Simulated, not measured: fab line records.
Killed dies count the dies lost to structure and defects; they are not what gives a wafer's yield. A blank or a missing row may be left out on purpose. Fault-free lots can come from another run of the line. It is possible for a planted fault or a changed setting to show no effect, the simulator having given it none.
fab line records    flow n5_finfet
record lots=9  wafers=27  last_day=18
route steps=1938 shown HKMG_FIN@402 BEOL_M4@1111 PASSIVATION@1936
lots that met no fault: taken from a fault-free run of the same line
start_h: hours from the record's first day to the start of the lot's first wafer shown    wait_h: time in hours since the lot's previous step    " the same as in the row above    L1.1+2: several wafers, shown together as one row    - no value, or no start given    * or withheld: withheld    < > ~ a bound
route shown NAME@n: a module of which the file shows steps, and the number in the route of the first    usual: mean/standard deviation taken from wafers without a fault    same: alike in all rows    chamber/n: place in a boat    sites: each site's reading    _std_site: their standard deviation    _edge_site: outer sites' mean less inner sites'    radius_mm: for every site, how far away it sits from the centre of the wafer    mask NAME#n: copy n    behind: tool/chamber where the wafer was last shaped    hold: cause of the lot's hold/its duration in hours/its outcome    device: transistor that didn't switch, given as n, p or np    end of line: tests run on the same wafers once the route is complete    a step given without rows: its recipe and nothing more    killed: the dies lost at the first sort to structure and to defects; this is not the yield of the wafer    map: the dies of a wafer, with x for killed, . for not killed, _ for no die there
set.NAME: the run value of the setting; set.NAME@STEP: its run value at that earlier step    model.NAME: the simulator's own value behind a step, which no gauge read
a sample of lots followed through the steps of the route, with each step as a table and each wafer as a row
services: from which hour (start_h, from the record's first day; less than 0 if before it) a tool's chamber was out of use, for how many hours, and why
## steps
# step N5_HKMG_FIN_ETCH_54
# recipe chemistry=CF4  target=SiARC  target_depth_a=455  mask_material=CAR-ArF  time_s=75.8  ion_energy_ev=80  pressure_mtorr=40  source_w=545  bias_w=36  Ar_flow_sccm=100  cf4_flow_sccm=100  ends=cleared
# usual bias_w=36.00/0.1  drypump_motor_current_A=5.8/0.31  etch_rf_on_time_s=76/3.1  oes_product_au=0.70/0.089  rf_vpp_V=183.9/1.1  showerhead_plenum_p_Torr=2.13/0.073  throttle_valve_pct=15.53/0.21
lot.wafer  tool         chamber  start_h  wait_h  bias_w  drypump_motor_current_A  etch_rf_on_time_s  oes_product_au  rf_hours_counter_h  rf_vpp_V  showerhead_plenum_p_Torr  throttle_valve_pct
L408.3     rie_diel-03  3        104.66   0.0     36.10   5.3                      76                 0.74            30                  185.4     2.18                      15.37
L408.4     "            0        "        "       36.09   5.7                      74                 0.59            -                   184.5     2.19                      15.76
L408.5     "            2        "        "       35.99   6.1                      76                 0.75            -                   186.5     2.27                      15.86
L411.1     rie_diel-04  3        123.03   0.0     35.88   6.2                      72                 0.82            13                  184.4     2.10                      15.46
L411.5     "            2        "        "       35.95   5.8                      78                 0.81            -                   183.6     2.11                      15.22
L411.6     "            3        "        "       35.95   6.1                      71                 0.82            -                   183.0     2.10                      15.44
L412.2     rie_diel-03  1        125.83   0.0     35.98   6.0                      75                 0.85            4                   184.5     2.12                      15.57
L412.3     "            2        "        "       35.90   6.2                      77                 0.73            48                  184.5     2.27                      15.90
L412.4     "            3        "        "       36.02   5.3                      77                 0.73            43                  184.8     2.17                      15.38
L414.4     rie_diel-03  0        140.26   0.0     35.95   5.7                      75                 0.57            250                 184.9     2.19                      15.78
L414.5     "            3        "        "       35.97   5.3                      77                 0.72            -                   185.0     2.17                      15.38
L414.6     "            0        "        "       35.87   5.7                      75                 0.58            -                   184.6     2.18                      15.80
L415.1     rie_diel-03  1        146.46   0.0     36.02   6.0                      73                 0.83            14                  183.0     2.11                      15.60
L415.3     "            2        "        "       36.00   6.1                      76                 0.72            57                  185.9     2.26                      15.91
L415.4     "            3        "        "       36.08   5.3                      77                 0.72            -                   182.8     2.17                      15.39
L418.3     rie_diel-05  1        168.27   0.0     36.13   5.3                      76                 0.67            95                  186.1     2.24                      15.39
L418.5     "            0        "        "       35.98   5.5                      75                 0.61            -                   182.2     2.13                      15.60
L418.6     "            3        "        "       35.94   5.9                      71                 0.68            -                   184.3     2.14                      15.83
L422.2     rie_diel-04  0        188.43   0.0     36.05   5.4                      76                 0.60            199                 183.4     2.02                      15.62
L422.3     "            2        "        "       36.09   5.9                      78                 0.75            25                  182.4     2.10                      15.27
L422.4     "            1        "        "       35.97   6.0                      82                 0.58            190                 181.5     2.02                      15.34
L425.2     rie_diel-04  1        204.78   0.0     36.15   6.0                      82                 0.58            196                 181.8     2.02                      15.35
L425.3     "            2        "        "       35.97   5.9                      80                 0.72            31                  182.0     2.10                      15.28
L425.5     "            3        "        "       35.89   6.1                      73                 0.76            -                   184.8     2.09                      15.49
L426.2     rie_diel-04  2        209.66   0.0     36.04   5.8                      78                 0.73            33                  183.3     2.10                      15.29
L426.3     "            0        "        "       36.07   5.4                      75                 0.60            208                 182.2     2.01                      15.63
L426.5     "            2        "        "       35.96   5.8                      78                 0.73            -                   183.9     2.10                      15.29
# step N5_HKMG_FIN_ETCH_58
# recipe chemistry=N2/H2  target=SOC  target_depth_a=2158  ion_energy_ev=50  bias_w=13  time_s=741  pressure_mtorr=30  source_w=875  n2_flow_sccm=200  h2_flow_sccm=200
# usual bias_w=13.01/0.04  drypump_motor_current_A=5.8/0.31  oes_product_au=0.82/0.11  rf_vpp_V=99.0/0.91  run_length_s=764.3/0.44  showerhead_plenum_p_Torr=2.53/0.094  throttle_valve_pct=17.72/0.27
lot.wafer  tool         chamber  start_h  wait_h  bias_w  drypump_motor_current_A  oes_product_au  rf_hours_counter_h  rf_vpp_V  run_length_s  showerhead_plenum_p_Torr  throttle_valve_pct
L408.3     rie_diel-03  3        104.93   0.0     13.03   5.3                      0.88            31                  99.7      764.0         2.62                      17.75
L408.4     "            0        "        "       12.92   5.7                      0.70            -                   100.3     763.3         2.63                      18.06
L408.5     "            2        "        "       12.99   6.2                      0.88            -                   100.6     764.4         2.70                      18.06
L411.1     rie_diel-04  3        123.29   0.0     12.97   6.2                      0.97            14                  99.3      764.0         2.47                      17.52
L411.5     "            2        "        "       13.06   5.8                      0.94            -                   98.2      763.9         2.51                      17.62
L411.6     "            3        "        "       12.98   6.2                      0.97            -                   98.0      764.2         2.47                      17.51
L412.2     rie_diel-03  1        126.09   0.0     12.99   6.0                      1.00            4                   98.2      764.1         2.50                      17.81
L412.3     "            2        "        "       13.07   6.2                      0.86            48                  99.3      765.2         2.69                      18.09
L412.4     "            3        "        "       13.11   5.3                      0.85            44                  99.7      764.4         2.61                      17.78
L414.4     rie_diel-03  0        140.52   0.0     -       5.7                      0.68            250                 98.3      634.4         2.62                      18.10
L414.5     "            3        "        "       13.05   5.3                      0.84            -                   99.3      764.1         2.61                      17.79
L414.6     "            0        "        "       12.97   5.7                      0.68            -                   99.7      764.0         2.62                      18.11
L415.1     rie_diel-03  1        146.73   0.0     -       5.9                      0.96            14                  98.0      635.1         2.49                      17.82
L415.3     "            2        "        "       12.95   6.2                      0.85            57                  98.7      764.3         2.69                      18.10
L415.4     "            3        "        "       -       5.3                      0.84            -                   99.4      635.4         2.61                      17.80
L418.3     rie_diel-05  1        168.53   0.0     13.00   5.3                      0.80            95                  98.2      765.0         2.69                      17.60
L418.5     "            0        "        "       12.99   5.6                      0.71            -                   99.6      764.4         2.51                      17.70
L418.6     "            3        "        "       12.93   5.8                      0.80            -                   99.6      765.1         2.55                      18.20
L422.2     rie_diel-04  0        188.69   0.0     12.99   5.4                      0.71            199                 97.5      765.4         2.39                      17.70
L422.3     "            2        "        "       12.92   5.8                      0.87            25                  98.4      763.9         2.50                      17.68
L422.4     "            1        "        "       13.00   6.0                      0.67            190                 97.8      765.0         2.40                      17.42
L425.2     rie_diel-04  1        205.04   0.0     13.04   6.0                      0.67            196                 97.5      764.4         2.40                      17.43
L425.3     "            2        "        "       13.05   5.9                      0.85            31                  99.5      763.8         2.50                      17.67
L425.5     "            3        "        "       13.04   6.2                      0.90            -                   98.8      763.9         2.46                      17.57
L426.2     rie_diel-04  2        209.93   0.0     12.99   5.8                      0.84            34                  97.3      763.8         2.50                      17.68
L426.3     "            0        "        "       13.01   5.4                      0.69            208                 98.4      764.9         2.39                      17.75
L426.5     "            2        "        "       13.00   5.8                      0.83            -                   100.0     763.7         2.50                      17.67
# step N5_HKMG_FIN_ALD_79
# recipe material=TiN  target_thk_a=15  temp_c=400  ald_precursor_family=TiCl4  ald_co_reactant=NH3  pulse_time_s=1  purge_time_s=3  co_reactant_purge_time_s=2  co_reactant_pulse_time_s=2  ald_cycles=68  pressure_torr=3
# usual heater_power_w=858/81  precursor_pulse_height_rel=1.001/0.019
# same co_reactant_purge_time_s=2
lot.wafer  tool          chamber  start_h  wait_h  heater_power_w  precursor_pulse_height_rel
L408.3     ald_metal-03  0        106.14   0.0     1000            1.023
L408.4     "             3        "        "       824             0.985
L408.5     "             3        "        "       845             0.979
L411.1     ald_metal-04  2        124.43   0.0     789             1.009
L411.5     "             0        "        "       711             0.992
L411.6     "             1        "        "       975             1.005
L412.2     ald_metal-02  3        127.27   0.0     875             0.969
L412.3     "             1        "        "       833             1.048
L412.4     "             2        "        "       849             1.004
L414.4     ald_metal-03  3        141.76   0.2     816             0.988
L414.5     "             2        "        "       900             1.011
L414.6     "             1        "        "       926             0.945
L415.1     ald_metal-04  3        147.79   0.0     870             1.000
L415.3     "             0        "        "       700             1.023
L415.4     "             1        "        "       939             0.968
L418.3     ald_metal-04  0        169.60   0.0     716             0.978
L418.5     "             1        "        "       942             1.028
L418.6     "             0        "        "       712             0.990
L422.2     ald_metal-04  3        189.83   0.0     887             1.002
L422.3     "             1        "        "       926             0.993
L422.4     "             3        "        "       872             1.018
L425.2     ald_metal-03  2        206.11   0.0     917             0.999
L425.3     "             1        "        "       921             1.006
L425.5     "             0        "        "       1006            1.005
L426.2     ald_metal-02  0        211.00   0.0     705             0.994
L426.3     "             1        "        "       860             0.984
L426.5     "             3        "        "       882             1.023
# step N5_HKMG_FIN_CVD_62
# recipe material=a-Si  target_thk_a=30  temp_c=500  precursor=Si2H6  pressure_torr=1  time_s=20.8
# usual heater_power_w=1415/110
lot.wafer  tool               chamber  start_h  wait_h  heater_power_w
L408.3     thermal_cvd_si-01  0        106.50   0.2     1475
L408.4     "                  1        "        "       1448
L408.5     "                  2        "        "       1213
L411.1     thermal_cvd_si-02  2        124.79   0.2     1460
L411.5     "                  2        "        "       1442
L411.6     "                  0        "        "       1571
L412.2     thermal_cvd_si-01  0        127.63   0.2     1468
L412.3     "                  2        "        "       1244
L412.4     "                  0        "        "       1444
L414.4     thermal_cvd_si-01  2        142.00   0.1     1234
L414.5     "                  1        "        "       1420
L414.6     "                  0        "        "       1422
L415.1     thermal_cvd_si-02  1        148.16   0.2     1342
L415.3     "                  0        "        "       1570
L415.4     "                  0        "        "       1563
L418.3     thermal_cvd_si-01  0        169.97   0.2     1418
L418.5     "                  2        "        "       1258
L418.6     "                  0        "        "       1488
L422.2     thermal_cvd_si-01  1        190.20   0.2     1467
L422.3     "                  0        "        "       1432
L422.4     "                  2        "        "       1275
L425.2     thermal_cvd_si-02  1        206.47   0.2     1343
L425.3     "                  2        "        "       1451
L425.5     "                  2        "        "       1394
L426.2     thermal_cvd_si-01  1        211.36   0.2     1450
L426.3     "                  2        "        "       1236
L426.5     "                  0        "        "       1424
# step N5_BEOL_M4_RC_MEAS_101
# usual DIBL_N=36.2/2.4  DIBL_P=36.2/2.6  IOFF_N=0.16/0.045  IOFF_N_85C=3.1/0.71  IOFF_N_LIN=0.074/0.016  IOFF_N_LONG=5.58e-05/2.7e-06  IOFF_P=0.21/0.046  ION_N=674/17  ION_P=463/11  SS_N=71.5/0.77  SS_P=73.1/0.76  VT_N=250/3.9  VT_N_LONG=274.7/2  VT_P=-250/3.9
lot.wafer  tool       chamber  start_h  wait_h  DIBL_N[mV/V]  DIBL_P[mV/V]  IOFF_N[nA/um]  IOFF_N_85C[nA/um]  IOFF_N_LIN[nA/um]  IOFF_N_LONG[nA/um]  IOFF_P[nA/um]  ION_N[uA/um]  ION_P[uA/um]  SS_N[mV/dec]  SS_P[mV/dec]  VT_N[mV]  VT_N_LONG[mV]  VT_P[mV]
L408.3     prober-01  0        188.56   0.3     35.7          35.2          0.16           3.2                0.066              5.54e-05            0.19           665           452           71.9          72.6          251       276.7          -254
L408.4     "          0        "        "       33.3          34.2          0.12           2.4                0.055              5.33e-05            0.17           652           453           70.8          72.6          254       273.9          -253
L408.5     "          0        "        "       34.0          35.0          0.12           2.5                0.058              5.25e-05            0.19           651           457           70.7          72.9          256       278.6          -251
L411.1     prober-02  0        240.71   0.0     37.0          38.8          0.17           3.2                0.078              5.28e-05            0.20           672           458           71.5          72.0          248       274.7          -249
L411.5     "          0        "        "       35.3          36.0          0.12           2.5                0.056              5.3e-05             0.16           641           444           71.7          72.7          255       280.2          -256
L411.6     "          0        "        "       33.9          35.8          0.12           2.5                0.061              5.37e-05            0.17           678           461           70.7          72.2          252       279.0          -253
L412.2     prober-01  0        243.67   0.2     40.9          41.8          0.28           4.9                0.114              5.38e-05            0.27           720           480           72.5          74.7          244       275.4          -247
L412.3     "          0        "        "       37.9          38.4          0.17           3.3                0.075              5.15e-05            0.20           669           458           71.7          74.6          251       275.6          -252
L412.4     "          0        "        "       39.6          40.5          0.23           4.2                0.094              5.15e-05            0.25           676           452           71.9          75.0          247       274.3          -249
L414.4     prober-01  0        248.01   0.5     34.0          34.1          0.85           12.6               0.417              0.0003357           0.19           678           472           70.7          72.3          198       216.8          -249
L414.5     "          0        "        "       34.9          35.0          0.13           2.7                0.065              5.9e-05             0.20           666           468           70.3          72.8          253       273.1          -247
L414.6     "          0        "        "       33.6          33.5          0.12           2.4                0.058              5.91e-05            0.19           670           471           70.2          72.8          252       276.6          -250
L415.1     prober-01  0        249.60   0.0     37.6          36.0          0.40           6.6                0.182              0.000112            0.26           673           466           71.2          73.7          227       250.9          -246
L415.3     "          0        "        "       31.5          28.5          0.09           1.9                0.049              5.91e-05            0.14           648           451           69.6          72.5          254       272.7          -254
L415.4     "          0        "        "       36.7          34.3          0.47           7.5                0.221              0.0001402           0.23           683           471           71.2          73.0          217       242.8          -243
L418.3     prober-01  0        257.52   0.3     35.7          38.0          0.18           3.5                0.085              5.8e-05             0.21           688           468           71.6          73.2          247       273.5          -251
L418.5     "          0        "        "       34.6          36.0          0.16           3.0                0.073              5.79e-05            0.18           691           468           71.2          72.8          248       272.7          -252
L418.6     "          0        "        "       36.0          37.9          0.16           3.1                0.075              5.78e-05            0.20           665           458           71.8          73.8          250       272.3          -252
L422.2     prober-01  0        292.24   0.2     34.2          33.9          0.14           2.8                0.068              5.74e-05            0.18           684           469           70.8          72.9          252       273.3          -252
L422.3     "          0        "        "       37.1          35.9          0.18           3.6                0.081              5.83e-05            0.22           680           471           71.7          73.4          252       274.4          -249
L422.4     "          0        "        "       35.1          34.9          0.14           2.9                0.067              5.63e-05            0.21           660           455           72.4          72.9          251       274.3          -246
L425.2     prober-02  0        309.45   0.2     35.4          35.4          0.14           2.8                0.068              5.21e-05            0.22           663           456           70.9          73.0          250       278.4          -248
L425.3     "          0        "        "       33.3          32.2          0.10           2.1                0.050              5.19e-05            0.17           647           452           70.8          72.6          258       277.8          -251
L425.5     "          0        "        "       34.5          34.5          0.13           2.5                0.062              5.26e-05            0.21           674           474           71.5          72.9          255       276.6          -250
L426.2     prober-01  0        319.56   0.9     33.8          34.0          0.13           2.6                0.064              5.72e-05            0.21           661           458           71.6          72.5          253       272.2          -248
L426.3     "          0        "        "       38.3          38.9          0.21           3.9                0.094              5.85e-05            0.28           687           475           71.9          73.3          247       272.6          -245
L426.5     "          0        "        "       32.8          33.3          0.12           2.5                0.063              5.79e-05            0.19           688           477           72.0          71.6          253       275.1          -250
# step N5_PASSIVATION_PROBE_49
# usual defect_limited_yield=91.2/1.4  killed_at_M0_to_M3=33/9.5  killed_at_M4_up=13/4.7  killed_at_contacts=11/5.3  killed_at_front_end=42/12  killed_at_other=5/3.3  killed_dies=104/17  killed_open=67/12  killed_short=33/7.7  sort_bin_4_leakage=0.01/0.058  sort_bin_5_function=5.1/0.94  sort_bin_6_memory=3.3/0.67  sort_bin_8_speed=0.1/1.3  sort_n_pass=1074/24  sort_yield_pct=91.1/2
# same gross_dies=1180  killed_at_back_side=0
lot.wafer  tool       chamber  start_h  wait_h  defect_limited_yield[%]  killed_at_M0_to_M3  killed_at_M4_up  killed_at_contacts  killed_at_front_end  killed_at_other  killed_dies  killed_open  killed_short  sort_bin_4_leakage[%]  sort_bin_5_function[%]  sort_bin_6_memory[%]  sort_bin_8_speed[%]  sort_n_pass  sort_yield_pct[%]
L414.4     prober-02  -        357.10   0.2     88.7                     58                  16               9                   48                   2                133          87           42            88.73                  6.3                     4.7                   0                    0            0
L414.5     prober-02  -        357.15   0.2     90.3                     46                  15               19                  25                   9                114          67           41            0                      5.8                     3.4                   0                    1066         90.3
L414.6     prober-02  -        357.20   0.3     90.4                     40                  9                12                  51                   1                113          74           36            0                      4.6                     4.5                   0                    1067         90.4
L415.1     prober-02  -        370.59   0.0     92.1                     26                  9                17                  37                   4                93           61           27            4.92                   4.3                     3.3                   0                    1029         87.2
L415.3     prober-02  -        370.69   0.1     90.0                     28                  18               23                  47                   2                118          72           44            0                      6.3                     3.4                   0.2                  1060         89.8
L415.4     prober-02  -        370.74   0.2     90.0                     20                  9                21                  66                   2                118          70           46            21.86                  5.9                     3.7                   0                    804          68.1
L425.2     prober-01  -        419.05   0.1     89.5                     33                  24               9                   53                   5                124          87           30            0                      5.1                     4.9                   0                    1056         89.5
L425.3     prober-01  -        419.10   0.1     90.8                     45                  9                13                  40                   2                109          73           36            0                      5.8                     3.3                   0.1                  1070         90.7
L425.5     prober-01  -        419.20   0.2     89.5                     23                  20               12                  68                   1                124          86           35            0                      7.1                     3.4                   0                    1056         89.5
L426.2     prober-02  -        432.34   0.1     90.2                     35                  13               9                   50                   9                116          79           33            0                      6.5                     3.2                   0                    1064         90.2
L426.3     prober-02  -        432.39   0.1     89.8                     28                  10               27                  52                   3                120          86           33            0                      5.3                     4.5                   0                    1060         89.8
L426.5     prober-02  -        432.49   0.2     91.8                     32                  8                9                   37                   11               97           61           36            0                      5.8                     2.3                   0                    1083         91.8
# killed by level:class
L414.4 STI_FIN_REVEAL:geometric_particle:open=17 BEOL_M0_SAQP:geometric_particle:open=16 BEOL_M0_SAQP:geometric_particle:short=13 FIN_SAQP:geometric_particle:open=7 BEOL_M4:geometric_particle:open=7 MOL_CONTACT_COAG:geometric_particle:open=7 STI_FIN_REVEAL:geometric_particle:short=7 STARTING-WAFER:geometric_particle:open=7
L414.5 MOL_CONTACT_COAG:geometric_particle:open=13 BEOL_M3:geometric_particle:short=11 STI_FIN_REVEAL:geometric_particle:open=10 BEOL_M0_SAQP:geometric_particle:open=10 BEOL_M0_SAQP:geometric_particle:short=8 BEOL_M1:geometric_particle:open=8 MOL_CONTACT_COAG:geometric_particle:short=6 PASS1_DEP:geometric_particle:open=5
L414.6 STI_FIN_REVEAL:geometric_particle:open=20 FIN_SAQP:geometric_particle:open=10 MOL_CONTACT_COAG:geometric_particle:open=9 BEOL_M0_SAQP:geometric_particle:short=7 BEOL_M2:geometric_particle:open=7 BEOL_M0_SAQP:geometric_particle:open=5 BEOL_M1:geometric_particle:short=5 BEOL_M3:geometric_particle:open=5
L415.1 MOL_CONTACT_COAG:geometric_particle:open=14 FIN_SAQP:geometric_particle:open=11 FIN_SAQP:geometric_particle:short=10 BEOL_M0_SAQP:geometric_particle:open=7 BEOL_M2:geometric_particle:open=6 GATE_CUT:geometric_particle:short=5 BEOL_M3:geometric_particle:open=5 BEOL_M5:geometric_particle:open=5
L415.3 FIN_SAQP:geometric_particle:short=13 MOL_CONTACT_COAG:geometric_particle:open=12 MOL_CONTACT_COAG:geometric_particle:short=11 FIN_SAQP:geometric_particle:open=10 STI_FIN_REVEAL:geometric_particle:open=9 BEOL_M0_SAQP:geometric_particle:open=7 BEOL_M4:geometric_particle:open=7 BEOL_M0_SAQP:geometric_particle:short=6
L415.4 FIN_SAQP:geometric_particle:short=17 MOL_CONTACT_COAG:geometric_particle:open=17 FIN_SAQP:geometric_particle:open=16 GATE_CUT:geometric_particle:short=8 DUMMY_GATE:geometric_particle:short=7 GATE_CUT:geometric_particle:open=6 BEOL_M3:geometric_particle:open=6 STI_FIN_REVEAL:geometric_particle:open=5
L425.2 STI_FIN_REVEAL:geometric_particle:open=16 BEOL_M4:geometric_particle:open=13 FIN_SAQP:geometric_particle:open=11 BEOL_M3:geometric_particle:open=9 BEOL_M0_SAQP:geometric_particle:open=8 MOL_CONTACT_COAG:geometric_particle:open=6 FIN_SAQP:geometric_particle:short=5 DUMMY_GATE:geometric_particle:open=4
L425.3 MOL_CONTACT_COAG:geometric_particle:open=12 STI_FIN_REVEAL:geometric_particle:open=11 BEOL_M2:geometric_particle:open=10 BEOL_M0_SAQP:geometric_particle:short=10 BEOL_M0_SAQP:geometric_particle:open=9 FIN_SAQP:geometric_particle:short=6 FIN_SAQP:geometric_particle:open=5 BEOL_M1:geometric_particle:open=4
L425.5 STI_FIN_REVEAL:geometric_particle:open=19 FIN_SAQP:geometric_particle:open=16 BEOL_M4:geometric_particle:open=10 MOL_CONTACT_COAG:geometric_particle:open=9 GATE_CUT:geometric_particle:short=8 BEOL_M0_SAQP:geometric_particle:short=8 FIN_SAQP:geometric_particle:short=7 BEOL_M0_SAQP:geometric_particle:open=7
L426.2 STI_FIN_REVEAL:geometric_particle:open=17 FIN_SAQP:geometric_particle:open=11 MOL_CONTACT_COAG:geometric_particle:open=8 BEOL_M3:geometric_particle:open=8 BEOL_M3:geometric_particle:short=7 BEOL_M2:geometric_particle:open=6 GATE_CUT:geometric_particle:short=5 BEOL_M0_SAQP:geometric_particle:short=5
L426.3 MOL_CONTACT_COAG:geometric_particle:open=21 STI_FIN_REVEAL:geometric_particle:open=16 FIN_SAQP:geometric_particle:open=10 FIN_SAQP:geometric_particle:short=9 BEOL_M4:geometric_particle:open=7 BEOL_M3:geometric_particle:open=6 MOL_CONTACT_COAG:geometric_particle:short=6 GATE_CUT:geometric_particle:short=5
L426.5 BEOL_M3:geometric_particle:open=15 FIN_SAQP:geometric_particle:short=10 FIN_SAQP:geometric_particle:open=9 MOL_CONTACT_COAG:geometric_particle:open=8 GATE_CUT:geometric_particle:short=5 BEOL_M0_SAQP:geometric_particle:short=4 DUMMY_GATE:geometric_particle:open=3 BEOL_M0_SAQP:geometric_particle:open=3
## services
tool               chamber  start_h  hours  kind
rie_diel-04        2        82.28    -      clean
rie_diel-04        2        82.28    -      consumable_replace:focus_ring
rie_diel-04        2        82.28    21.3   scheduled_down
rie_diel-04        2        82.28    21.3   vent_cycle
thermal_cvd_si-01  -        85.74    1.5    repair
rie_diel-03        1        92.52    -      clean
rie_diel-03        1        92.52    -      consumable_replace:focus_ring
rie_diel-03        1        92.52    24.2   scheduled_down
rie_diel-03        1        92.52    24.2   vent_cycle
ald_metal-02       1        99.56    10.5   repair
rie_diel-04        -        102.73   1.1    repair
ald_metal-02       3        107.14   4.9    repair
ald_metal-03       2        112.37   26.4   repair
rie_diel-05        2        126.24   11.1   repair
ald_metal-04       -        133.89   0.6    repair
ald_metal-03       0        136.44   27.4   repair
rie_diel-03        0        141.00   -      clean
rie_diel-03        0        141.00   -      consumable_replace:focus_ring
rie_diel-03        0        141.00   21.1   scheduled_down
rie_diel-03        0        141.00   21.1   vent_cycle
ald_metal-04       0        170.61   24.0   repair
rie_diel-03        3        191.96   1.7    repair
thermal_cvd_si-02  -        198.04   0.9    repair
rie_diel-03        0        210.20   8.6    repair
## key
first_sign step=N5_HKMG_FIN_ETCH_58  reading=run_length_s  direction=down  sigmas=99+  usual=*  struck=*
effect step=N5_BEOL_M4_RC_MEAS_101  reading=IOFF_N_LONG  direction=up  sigmas=53  usual=5.58e-05  struck=0.0001959
effect step=N5_BEOL_M4_RC_MEAS_101  reading=VT_N_LONG  direction=down  sigmas=19  usual=274.7  struck=236.8
effect step=N5_BEOL_M4_RC_MEAS_101  reading=IOFF_N_LIN  direction=up  sigmas=13  usual=0.074  struck=0.273
effect step=N5_BEOL_M4_RC_MEAS_101  reading=VT_N  direction=down  sigmas=9.3  usual=250  struck=214
effect step=N5_BEOL_M4_RC_MEAS_101  reading=IOFF_N  direction=up  sigmas=9.2  usual=0.16  struck=0.57
effect step=N5_BEOL_M4_RC_MEAS_101  reading=IOFF_N_85C  direction=up  sigmas=8.1  usual=3.1  struck=8.9
effect step=N5_PASSIVATION_PROBE_49  reading=sort_bin_4_leakage  direction=up  sigmas=99+  usual=0.01  struck=38.50
met_at N5_HKMG_FIN_ETCH_58
struck_lots L414,L415
struck_wafers L414.4,L415.1,L415.4
not_acting_at N5_HKMG_FIN_ETCH_54,N5_HKMG_FIN_ALD_79,N5_HKMG_FIN_CVD_62
onset_between 126.09 140.52
fault kind=process_parameter_drift  tool=rie_diel-03  chamber=-  onset_h=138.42  steps=N5_HKMG_FIN_ETCH_58  channel=time_s  offset=*  shape=step  end_h=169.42  scope=struck_wafers_only  acts_in=*  stated=*
